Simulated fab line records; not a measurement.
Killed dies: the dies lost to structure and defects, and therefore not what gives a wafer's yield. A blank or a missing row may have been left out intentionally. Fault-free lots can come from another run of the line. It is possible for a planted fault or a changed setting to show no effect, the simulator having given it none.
Matching of chambers    flow nandHarc    NHARC_A_CONTACT_ETCH_48 on rieDiel-04 has 4 sister chambers
The step etches the open film in CF4, target depth 39 nm, time 65 s. 4 wafers are shown with their chamber, then 7 later ones without.

## WAFERS WITH THEIR CHAMBER
wafer   chamber  drypumpMotorCurrentA (A)
L291.4  3        5.1
L291.5  0        5.5
L293.1  1        6.0
L293.3  2        6.1

## WAFERS MISSING THEIR CHAMBER
wafer   drypumpMotorCurrentA (A)
L293.5  5.5
L294.2  5.2
L294.3  5.9
L294.6  6.0
L298.1  6.0
L298.3  5.5
L298.4  5.2

## THE CHAMBER EACH PASSED THROUGH
wafer   from the rows above      in truth
L293.5  0                        0
L294.2  3                        3
L294.3  can't be placed: 1 or 2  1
L294.6  can't be placed: 1 or 2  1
L298.1  can't be placed: 1 or 2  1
L298.3  0                        0
L298.4  3                        3
Placed correctly: 4 of 7. Can't be placed from these rows: 3 (the true chamber is among the candidates in 3). Wrongly placed: 0.
How it was worked out, from the rows above alone: a wafer's distance from a chamber is the root of the sum, over the readings, of the square of ((its reading less the chamber's mean) divided by the reading's scatter). The wafer belongs to the nearest chamber; if the next one is less than 2 further off, it can't be placed. For every chamber, the mean is computed from those of its wafers that are shown. The scatter: root of mean squared gap, hidden wafer to nearest shown wafer, with one shown wafer a chamber.
